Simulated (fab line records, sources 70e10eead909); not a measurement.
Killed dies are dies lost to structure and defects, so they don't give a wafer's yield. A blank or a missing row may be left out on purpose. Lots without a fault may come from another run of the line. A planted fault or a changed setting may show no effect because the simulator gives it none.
A struck lot beside a sound one | flow nand_harc | 41 steps out of a route of 1159
Sound: wafers L865.1, L865.2, L865.6. Struck: wafers L881.1, L881.2, L881.6. The cause comes at the end.
At each step with rows: each side's tool, then ch and its chambers, then its first start. Under that, the readings that differ: sound wafers | struck wafers | difference of the means | sigmas: that difference in standard deviations of wafers without a fault.
alike: readings whose means differ by less than 2 such deviations, and words and numbers that are the same on both sides. not compared: withheld readings, readings that some wafer has no value for, bounds like >300 that may hide the same value, and numbers for which the record gives no deviation and whose values overlap.
The two part at a step that has a row with sigmas, a row that says differs or no value, or rows on one side only. Numbers that don't overlap but have no deviation are shown without sigmas and don't part them. A reading that every wafer of one side lacks parts them only if that side has two wafers or more.

first, 7 steps without rows for these wafers: NHARC_A_CONTACT_COAT_87 (time 65 s); NHARC_A_CONTACT_COAT_02 (resist thk 90 nm); NHARC_A_CONTACT_SOFTBAKE_03 (time 55 s); NHARC_A_CONTACT_EBR_04; NHARC_A_CONTACT_EXPOSE_05 (exposes mask A CC); NHARC_A_CONTACT_PEB_06 (peb time 65 s); NHARC_A_CONTACT_DEVELOP_07 (develop time 35 s).
NHARC_A_CONTACT_CD_MEAS_08: target cd 100 nm.
  sound on cd_sem-02 ch 0, day 18 13:13; struck on cd_sem-03 ch 0, day 22 13:45
  alike: cd_nm
NHARC_A_CONTACT_OVL_MEAS_09:
  sound on overlay-02, day 18 13:19; struck on overlay-01, day 22 13:50
  alike: overlay_x_nm, overlay_y_nm
NHARC_A_CONTACT_INSPECT_10:
  sound on defect_inspect-01, day 18 13:20; struck on defect_inspect-01, day 22 13:52
  alike: raw_defect_count
NHARC_A_CONTACT_DESCUM_13: chemistry O2, time 3 s.
  sound on rie_diel-04 ch 0,2,3, day 18 13:31; struck on rie_diel-04 ch 1,3, day 22 13:57
  alike: drypump_motor_current_A, oes_product_au, rf_vpp_V, showerhead_plenum_p_Torr, throttle_valve_pct
  not compared: rf_hours_counter_h
then, 1 step without rows for these wafers: NHARC_A_CONTACT_ETCH_88 (etches the open film in CF4, target depth 39 nm, time 65 s).
NHARC_A_CONTACT_ETCH_89: etches the open film in N2/H2, target depth 260 nm, time 475.3 s.
  sound on rie_diel-04 ch 2,3, day 18 14:04; struck on rie_diel-04 ch 0,3, day 22 14:10
  alike: drypump_motor_current_A, n2_flow_sccm, oes_product_au, rf_vpp_V, showerhead_plenum_p_Torr, throttle_valve_pct
  not compared: rf_hours_counter_h
NHARC_A_CONTACT_ETCH_30: etches the open film in CF4/CHF3, target depth 60.5 nm, time 30.2 s.
  sound on rie_diel-04 ch 0,1,3; struck on rie_diel-04 ch 0,1
  alike: drypump_motor_current_A, oes_product_au, rf_vpp_V, showerhead_plenum_p_Torr, throttle_valve_pct
  not compared: rf_hours_counter_h
then, 1 step without rows for these wafers: NHARC_A_CONTACT_ETCH_31 (etches the open film in O2/COS, target depth 2000 nm, time 520 s).
NHARC_A_CONTACT_ETCH_134: etches the open film in C4F8/O2/Ar, time 140 s, target depth 700 nm.
  sound on har_cap_etch-01 ch 0,1, day 18 14:53; struck on har_cap_etch-02 ch 0,1, day 22 15:14
  not compared: rf_hours_counter_h
NHARC_A_CONTACT_ETCH_135: etches the open film in C4F8/O2/Ar, time 132 s, target depth 1287 nm.
  sound on har_cap_etch-01 ch 0,1, day 18 15:05; struck on har_cap_etch-02 ch 0,1, day 22 15:26
  not compared: rf_hours_counter_h
then, 6 steps without rows for these wafers: NHARC_A_CONTACT_ETCH_136 (etches the open film in C4F8/O2/Ar, time 132 s, target depth 1287 nm); NHARC_A_CONTACT_ETCH_137 (etches the open film in C4F8/O2/Ar, time 132 s, target depth 1287 nm); NHARC_A_CONTACT_ETCH_138 (etches the open film in C4F8/O2/Ar, time 132 s, target depth 1289 nm); NHARC_A_CONTACT_ETCH_139 (etches the open film in C4F8/O2/Ar, time 137 s, target depth 590 nm); NHARC_A_CONTACT_ETCH_92 (etches the open film in CH3F/O2, target depth 40 nm, time 85.7 s); NHARC_A_CONTACT_ETCH_98 (etches the open film in C4F6/O2, target depth 20 nm, time 10 s).
NHARC_A_CONTACT_CD_MEAS_15:
  sound on cd_sem-03, day 18 16:12; struck on cd_sem-02, day 22 16:33
  alike: cd_nm
then, 8 steps without rows for these wafers: NHARC_A_CONTACT_STRIP_107 (strips in N2/H2); NHARC_A_CONTACT_STRIP_108 (strips in CF4/CHF3); NHARC_A_CONTACT_STRIP_109 (strips in O2/COS); NHARC_A_CONTACT_ETCH_110 (etches the open film in CF4/O2, target depth 50 nm, overetch 5 nm, time 27.5 s); NHARC_A_CONTACT_STRIP_26 (strips in O2); NHARC_A_CONTACT_STRIP_27 (strips in post etch residue remover, time 600 s); NHARC_A_CONTACT_ALD_18 (deposits TiN, target thk 3 nm, pulse time 1 s, ald cycles 150); NHARC_A_CONTACT_CVD_19 (deposits W, target thk 300 nm, time 802 s).
NHARC_A_CONTACT_CMP_20: polishes, t overpolish 30 s, target thk 300 nm.
  sound on cmp-03 ch 1,3, day 18 18:18; struck on cmp-01 ch 0,1,2, day 22 18:46
  alike: motor_current_A, overpolish_run_s, time_to_endpoint_s
then, 7 steps without rows for these wafers: NHARC_A_CONTACT_SRD_22; NHARC_A_BLC_DEHYDRATE_00 (time 120 s); NHARC_A_BLC_HMDS_01 (time 30 s); NHARC_A_BLC_COAT_02 (time 75 s); NHARC_A_BLC_COAT_03 (time 65 s); NHARC_A_BLC_COAT_04 (resist thk 90 nm); NHARC_A_BLC_SOFTBAKE_05 (time 55 s).
NHARC_END_SORT_01:
  the record has rows for the struck wafers here (prober-01 ch 0, day 24 18:35) and none for the sound ones

WHERE THEY PART
Only at NHARC_END_SORT_01, within this record.

WHY: what the simulator had put in
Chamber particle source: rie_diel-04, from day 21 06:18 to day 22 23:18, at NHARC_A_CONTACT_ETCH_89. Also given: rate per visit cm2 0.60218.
